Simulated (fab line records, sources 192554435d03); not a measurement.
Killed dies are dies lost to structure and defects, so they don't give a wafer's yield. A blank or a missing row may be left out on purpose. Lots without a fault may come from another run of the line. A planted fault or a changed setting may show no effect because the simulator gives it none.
A struck lot beside a sound one | flow n5_finfet | 14 steps out of a route of 1938
Sound: wafers L202.1, L202.3, L202.6. Struck: wafer L197.1. (L197.3 of the same lot was not struck and is left out.) The cause comes at the end.
At each step with rows: each side's tool, then ch and its chambers, then its first start. Under that, the readings that differ: sound wafers | struck wafers | difference of the means | sigmas: that difference in standard deviations of wafers without a fault.
alike: readings whose means differ by less than 2 such deviations, and words and numbers that are the same on both sides. not compared: withheld readings, readings that some wafer has no value for, bounds like >300 that may hide the same value, and numbers for which the record gives no deviation and whose values overlap.
The two part at a step that has a row with sigmas, a row that says differs or no value, or rows on one side only. Numbers that don't overlap but have no deviation are shown without sigmas and don't part them. A reading that every wafer of one side lacks parts them only if that side has two wafers or more.

first, 1 step without rows for these wafers: N5_BEOL_M12_HARDBAKE_32 (time 120 s).
N5_BEOL_M12_CD_MEAS_28: target cd 160.2 nm.
  sound on cd_sem-01 ch 0, day 15 01:20; struck on cd_sem-03 ch 0, day 13 17:12
  reading    | sound             | struck | difference | sigmas
  cd_nm (nm) | 160.2 159.4 157.9 | 163.1  | +3.9       | +3
N5_BEOL_M12_OVL_MEAS_29:
  sound on overlay-02 ch 0, day 15 01:22; struck on overlay-02 ch 0, day 13 17:14
  alike: M12_OVL
N5_BEOL_M12_INSPECT_30: inspects for defects (macro).
  sound on defect_inspect-02, day 15 01:23; struck on defect_inspect-01, day 13 17:16
  alike: raw_defect_count
N5_BEOL_M12_DESCUM_33: chemistry O2, time 7.9 s.
  sound on rie_diel-05 ch 0,3, day 15 01:42; struck on rie_diel-05 ch 3, day 13 17:34
  alike: drypump_motor_current_A, oes_product_au, rf_vpp_V, showerhead_plenum_p_Torr, throttle_valve_pct
  not compared: rf_hours_counter_h
N5_BEOL_M12_ETCH_67: etches SiARC in CF4, target depth 143 nm, time 238.3 s.
  sound on rie_diel-05 ch 0,3, day 15 01:44; struck on rie_diel-05 ch 3, day 13 17:35
  alike: cf4_flow_sccm, drypump_motor_current_A, etch_rf_on_time_s, oes_product_au, rf_vpp_V, showerhead_plenum_p_Torr, throttle_valve_pct
  not compared: rf_hours_counter_h
N5_BEOL_M12_ETCH_68: etches SOC in N2/H2, time 285 s.
  sound on rie_diel-05 ch 0,3, day 15 01:53; struck on rie_diel-05 ch 3, day 13 17:44
  alike: drypump_motor_current_A, oes_product_au, rf_vpp_V, showerhead_plenum_p_Torr, throttle_valve_pct
  not compared: rf_hours_counter_h
then, 1 step without rows for these wafers: N5_BEOL_M12_STRIP_69 (strips in N2/H2).
N5_BEOL_M12_TRENCH_ETCH_34: etches SiOC in C4F8/O2/Ar, target depth 318.95 nm, time 125.5 s.
  sound on rie_diel-05 ch 0,3, day 15 02:04; struck on rie_diel-05 ch 3, day 13 17:55
  alike: drypump_motor_current_A, oes_product_au, rf_vpp_V, showerhead_plenum_p_Torr, throttle_valve_pct
  not compared: rf_hours_counter_h
then, 1 step without rows for these wafers: N5_BEOL_M12_STRIP_70 (strips in C4F8/O2/Ar).
N5_BEOL_M12_OCD_MEAS_35:
  sound on ocd-02, day 15 02:13; struck on ocd-01, day 13 18:04
  alike: trench_depth_nm
N5_BEOL_M12_STRIP_37: strips in N2/H2.
  sound on plasma_asher-02 ch 0,1, day 15 02:15; struck on plasma_asher-02 ch 0, day 13 18:07
  alike: drypump_motor_current_A, heater_power_w, oes_product_au
  not compared: rf_hours_counter_h
N5_BEOL_M12_ETCH_38: etches SiCN in CF4/N2, target depth 68.7 nm, time 73.4 s.
  sound on rie_diel-02 ch 0,2, day 15 02:24; struck on rie_diel-05 ch 3, day 13 22:56
  reading                         | sound             | struck | difference | sigmas
  rf_vpp_V (V)                    | 385.8 385.1 385.3 | 379.8  | -5.6       | -3
  showerhead_plenum_p_Torr (Torr) | 2.34 2.31 2.31    | 2.14   | -0.18      | -2
  model.etch.depth_nm (nm)        | 59.36 60.18 60.62 | 56     | -4         |
  alike: cf4_flow_sccm, drypump_motor_current_A, oes_product_au, throttle_valve_pct
  not compared: rf_hours_counter_h
then, 1 step without rows for these wafers: N5_BEOL_M12_PRECLEAN_39 (cleans in residue remover, time 60 s).

WHERE THEY PART
First at N5_BEOL_M12_CD_MEAS_28; last, within this record, at N5_BEOL_M12_ETCH_38.

WHY: what the simulator had put in
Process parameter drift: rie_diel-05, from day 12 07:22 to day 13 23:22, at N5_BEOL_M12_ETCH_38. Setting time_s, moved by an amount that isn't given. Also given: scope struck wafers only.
